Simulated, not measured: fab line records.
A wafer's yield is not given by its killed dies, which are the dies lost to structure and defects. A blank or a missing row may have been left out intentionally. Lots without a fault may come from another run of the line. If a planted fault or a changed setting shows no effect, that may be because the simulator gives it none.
Which tool is to blame?    flow nand harc    Sampling: 24 lots, 72 wafers, 5 of 1159 route steps

WHAT THE GAUGES SHOWED, per wafer
NHARC_A_M1_CD_MEAS_09: the cd target is 120 nm.
lot   measured      on         cd nm (nm)
L074  day 17 19:20  cd sem-01  121.3 120.5 120.8
L077  day 17 20:48  cd sem-03  120.1 120.1 119.3
L075  day 17 21:56  cd sem-02  121.1 121.0 121.0
L076  day 18 00:58  cd sem-01  120.2 120.2 119.0
L078  day 18 06:22  cd sem-03  120.7 119.6 121.2
L079  day 19 09:33  cd sem-02  119.0 119.7 119.7
L084  day 19 14:43  cd sem-02  119.0 119.5 118.9
L080  day 19 21:13  cd sem-02  120.5 120.5 119.8
L082  day 19 23:56  cd sem-03  119.0 119.7 119.4
L083  day 20 00:52  cd sem-03  119.1 120.2 120.1
L081  day 20 05:35  cd sem-03  120.6 120.2 121.1
L085  day 20 12:19  cd sem-01  119.2 118.0 120.2
L086  day 20 12:42  cd sem-01  121.0 121.1 120.9
L087  day 20 15:51  cd sem-01  120.0 120.9 120.5
L088  day 20 22:56  cd sem-02  119.7 118.1 120.2
L089  day 21 22:41  cd sem-02  120.6 120.4 120.7
L091  day 21 23:38  cd sem-01  120.0 119.9 120.5
L090  day 21 23:40  cd sem-01  120.4 120.7 120.4
L092  day 22 09:14  cd sem-02  119.9 119.9 119.7
L093  day 22 11:20  cd sem-01  119.2 118.7 119.5
L094  day 22 12:23  cd sem-03  118.7 120.3 120.9
L097  day 23 16:24  cd sem-03  119.8 121.3 119.8
L095  day 23 16:38  cd sem-02  119.3 118.3 117.9
L096  day 23 20:20  cd sem-03  119.4 119.9 119.8

EACH LOT AND THE TOOL THAT RAN IT (in order: tool; ch and the chambers of the sampled wafers; start)
lot   NHARC_A_BLC_PVD_32                       NHARC_A_BLC_CVD_24                        NHARC_A_M0_PVD_20                        NHARC_A_M0_ANNEAL_30
L074  pvd sputter-03, day 17 17:14 or earlier  cvd w-01 ch 0,1, day 17 17:14 or earlier  pvd sputter-03, day 17 17:14 or earlier  rtp anneal-01 ch 0, day 17 17:14
L077  pvd sputter-03, day 17 18:47 or earlier  cvd w-01 ch 0,1, day 17 18:47 or earlier  pvd sputter-03, day 17 18:47 or earlier  rtp anneal-01 ch 0, day 17 18:47
L075  pvd sputter-01, day 17 19:54 or earlier  cvd w-01 ch 0,1, day 17 19:54 or earlier  pvd sputter-03, day 17 19:54 or earlier  rtp anneal-02 ch 0, day 17 19:54
L076  pvd sputter-01, day 17 22:47 or earlier  cvd w-01 ch 0,1, day 17 22:47 or earlier  pvd sputter-03, day 17 22:47 or earlier  rtp anneal-02 ch 0, day 17 22:47
L078  pvd sputter-03, day 18 04:16 or earlier  cvd w-01 ch 1, day 18 04:16 or earlier    pvd sputter-03, day 18 04:16 or earlier  rtp anneal-02 ch 0, day 18 04:16
L079  pvd sputter-02, day 19 07:28 or earlier  cvd w-01 ch 0,1, day 19 07:28 or earlier  pvd sputter-02, day 19 07:28 or earlier  rtp anneal-02 ch 0, day 19 07:28
L084  pvd sputter-03, day 19 12:36 or earlier  cvd w-01 ch 0,1, day 19 12:36 or earlier  pvd sputter-03, day 19 12:36 or earlier  rtp anneal-01 ch 0, day 19 12:36
L080  pvd sputter-03, day 19 19:07 or earlier  cvd w-01 ch 0,1, day 19 19:07 or earlier  pvd sputter-01, day 19 19:07 or earlier  rtp anneal-01 ch 0, day 19 19:07
L082  pvd sputter-02, day 19 21:44 or earlier  cvd w-01 ch 0,1, day 19 21:44 or earlier  pvd sputter-01, day 19 21:44 or earlier  rtp anneal-02 ch 0, day 19 21:44
L083  pvd sputter-02, day 19 22:39 or earlier  cvd w-01 ch 0,1, day 19 22:39 or earlier  pvd sputter-01, day 19 22:39 or earlier  rtp anneal-01 ch 0, day 19 22:39
L081  pvd sputter-01, day 20 03:26 or earlier  cvd w-02 ch 0,1, day 20 03:26 or earlier  pvd sputter-01, day 20 03:26 or earlier  rtp anneal-01 ch 0, day 20 03:26
L085  pvd sputter-01, day 20 09:50 or earlier  cvd w-01 ch 0,1, day 20 09:50 or earlier  pvd sputter-02, day 20 09:50 or earlier  rtp anneal-01 ch 0, day 20 09:50
L086  pvd sputter-02, day 20 10:32 or earlier  cvd w-01 ch 0,1, day 20 10:32 or earlier  pvd sputter-02, day 20 10:32 or earlier  rtp anneal-01 ch 0, day 20 10:32
L087  pvd sputter-01, day 20 13:51 or earlier  cvd w-02 ch 0,1, day 20 13:51 or earlier  pvd sputter-01, day 20 13:51 or earlier  rtp anneal-01 ch 0, day 20 13:51
L088  pvd sputter-01, day 20 20:46 or earlier  cvd w-02 ch 0,1, day 20 20:46 or earlier  pvd sputter-02, day 20 20:46 or earlier  rtp anneal-02 ch 0, day 20 20:46
L089  pvd sputter-03, day 21 19:32 or earlier  cvd w-02 ch 0,1, day 21 19:32 or earlier  pvd sputter-01, day 21 19:32 or earlier  rtp anneal-01 ch 0, day 21 19:32
L091  pvd sputter-02, day 21 21:20 or earlier  cvd w-02 ch 0,1, day 21 21:20 or earlier  pvd sputter-03, day 21 21:20 or earlier  rtp anneal-02 ch 0, day 21 21:20
L090  pvd sputter-01, day 21 21:34 or earlier  cvd w-02 ch 0,1, day 21 21:34 or earlier  pvd sputter-01, day 21 21:34 or earlier  rtp anneal-01 ch 0, day 21 21:34
L092  pvd sputter-03, day 22 07:06 or earlier  cvd w-01 ch 0,1, day 22 07:06 or earlier  pvd sputter-02, day 22 07:06 or earlier  rtp anneal-02 ch 0, day 22 07:06
L093  pvd sputter-02, day 22 09:08 or earlier  cvd w-02 ch 0,1, day 22 09:08 or earlier  pvd sputter-01, day 22 09:08 or earlier  rtp anneal-01 ch 0, day 22 09:08
L094  pvd sputter-03, day 22 10:21 or earlier  cvd w-02 ch 0,1, day 22 10:21 or earlier  pvd sputter-02, day 22 10:21 or earlier  rtp anneal-01 ch 0, day 22 10:21
L097  pvd sputter-02, day 23 14:20 or earlier  cvd w-01 ch 0,1, day 23 14:20 or earlier  pvd sputter-02, day 23 14:20 or earlier  rtp anneal-02 ch 0, day 23 14:20
L095  pvd sputter-03, day 23 14:25 or earlier  cvd w-02 ch 0,1, day 23 14:25 or earlier  pvd sputter-01, day 23 14:25 or earlier  rtp anneal-01 ch 0, day 23 14:25
L096  pvd sputter-02, day 23 18:08 or earlier  cvd w-02 ch 0,1, day 23 18:08 or earlier  pvd sputter-02, day 23 18:08 or earlier  rtp anneal-02 ch 0, day 23 18:08
- NHARC_A_BLC_PVD_32: deposits Ti, target thk 5 nm, time 17.7 s.
- NHARC_A_BLC_CVD_24: deposits W, target thk 150 nm, time 434 s.
- NHARC_A_M0_PVD_20: deposits TaN, target thk 5 nm, time 8.06 s.
- NHARC_A_M0_ANNEAL_30: time 90 s.

WHAT THE TOOLS THEMSELVES READ (means of the sampled wafers that have a number; where no wafer has one, the mark that the record gives instead)
NHARC_A_BLC_PVD_32.
lot   tool            substrate temp c (C)  throttle valve pct (%)
L074  pvd sputter-03  199.97                32.9
L077  pvd sputter-03  200.01                32.1
L075  pvd sputter-01  199.97                29.4
L076  pvd sputter-01  200.03                29.5
L078  pvd sputter-03  199.92                32.3
L079  pvd sputter-02  200.05                30.2
L084  pvd sputter-03  199.91                32.4
L080  pvd sputter-03  200.12                31.0
L082  pvd sputter-02  199.89                30.1
L083  pvd sputter-02  200.05                30.5
L081  pvd sputter-01  200.24                29.6
L085  pvd sputter-01  199.96                29.6
L086  pvd sputter-02  199.80                29.9
L087  pvd sputter-01  200.02                29.6
L088  pvd sputter-01  200.09                29.3
L089  pvd sputter-03  199.94                31.0
L091  pvd sputter-02  199.89                29.5
L090  pvd sputter-01  200.04                29.3
L092  pvd sputter-03  200.04                31.3
L093  pvd sputter-02  199.94                30.4
L094  pvd sputter-03  199.98                30.5
L097  pvd sputter-02  200.02                30.8
L095  pvd sputter-03  200.13                31.2
L096  pvd sputter-02  199.86                30.4

NHARC_A_BLC_CVD_24.
lot   tool      heater power w (W)  mfc ar sccm (sccm)  throttle valve pct (%)
L074  cvd w-01  448                 1569                7.7
L077  cvd w-01  444                 1560                7.6
L075  cvd w-01  450                 1559                7.6
L076  cvd w-01  449                 1562                7.6
L078  cvd w-01  443                 1559                7.9
L079  cvd w-01  449                 1558                7.5
L084  cvd w-01  440                 1561                7.8
L080  cvd w-01  447                 1559                7.8
L082  cvd w-01  444                 1552                7.5
L083  cvd w-01  449                 1562                7.7
L081  cvd w-02  474                 1562                8.0
L085  cvd w-01  450                 1557                7.6
L086  cvd w-01  451                 1555                7.7
L087  cvd w-02  451                 1555                7.5
L088  cvd w-02  453                 1563                7.5
L089  cvd w-02  451                 1561                7.5
L091  cvd w-02  458                 1560                7.6
L090  cvd w-02  466                 1556                8.1
L092  cvd w-01  447                 1554                7.9
L093  cvd w-02  478                 1565                7.9
L094  cvd w-02  454                 1555                7.6
L097  cvd w-01  444                 1563                7.9
L095  cvd w-02  459                 1555                7.6
L096  cvd w-02  482                 1560                7.9

NHARC_A_M0_PVD_20.
lot   tool            bias v (V)  substrate temp c (C)  throttle valve pct (%)
L074  pvd sputter-03  168.3       49.96                 31.5
L077  pvd sputter-03  167.8       49.86                 32.6
L075  pvd sputter-03  167.2       50.02                 31.4
L076  pvd sputter-03  167.9       49.83                 31.5
L078  pvd sputter-03  166.8       50.09                 30.4
L079  pvd sputter-02  166.4       49.86                 30.4
L084  pvd sputter-03  167.4       50.08                 32.5
L080  pvd sputter-01  169.3       50.01                 29.3
L082  pvd sputter-01  169.6       50.02                 29.3
L083  pvd sputter-01  168.1       50.13                 29.2
L081  pvd sputter-01  168.6       50.03                 29.0
L085  pvd sputter-02  168.6       50.05                 29.7
L086  pvd sputter-02  168.5       50.02                 30.9
L087  pvd sputter-01  168.5       50.06                 29.2
L088  pvd sputter-02  170.2       49.97                 30.6
L089  pvd sputter-01  169.4       50.05                 29.4
L091  pvd sputter-03  168.9       49.99                 31.4
L090  pvd sputter-01  167.6       50.08                 29.3
L092  pvd sputter-02  168.0       50.22                 30.5
L093  pvd sputter-01  169.0       49.98                 29.3
L094  pvd sputter-02  168.2       50.00                 30.4
L097  pvd sputter-02  168.0       50.01                 29.2
L095  pvd sputter-01  170.5       49.99                 29.5
L096  pvd sputter-02  167.9       50.07                 29.7

NHARC_A_M0_ANNEAL_30.
lot   tool           wafer_temp_C_max
L074  rtp anneal-01  226.5
L077  rtp anneal-01  226.4
L075  rtp anneal-02  226.0
L076  rtp anneal-02  225.8
L078  rtp anneal-02  225.7
L079  rtp anneal-02  225.9
L084  rtp anneal-01  226.4
L080  rtp anneal-01  226.1
L082  rtp anneal-02  225.9
L083  rtp anneal-01  226.7
L081  rtp anneal-01  226.4
L085  rtp anneal-01  226.4
L086  rtp anneal-01  226.3
L087  rtp anneal-01  226.5
L088  rtp anneal-02  225.6
L089  rtp anneal-01  226.5
L091  rtp anneal-02  225.7
L090  rtp anneal-01  226.2
L092  rtp anneal-02  225.6
L093  rtp anneal-01  226.2
L094  rtp anneal-01  226.3
L097  rtp anneal-02  225.6
L095  rtp anneal-01  226.4
L096  rtp anneal-02  225.6

THE ANSWER, worked out from the rows above alone
Rule: the usual values come from the lots themselves. Put in order of their means at a reading, lots are off if they are a third of the lots or fewer, leave a main group of 4 or more, and stand apart from it by a gap of 3 or more times the standard deviation of the main group's means; of several such gaps the widest counts. If all means in a main group match to the digits the tables above print for the reading, that group is not used. Also off: a lot with no number at a reading for which 4 or more lots have one. All remaining lots with rows at the step are treated as sound. The gauges are gone through in route order, then the tools' own readings, and for those a lot's mean is taken as printed above. At the first step where some lot is off, the reading lying furthest off is the one used; lots without a number count as furthest.
No lot is off at any reading shown: from this, nothing can be told.

WHAT THE SIMULATOR PUT IN
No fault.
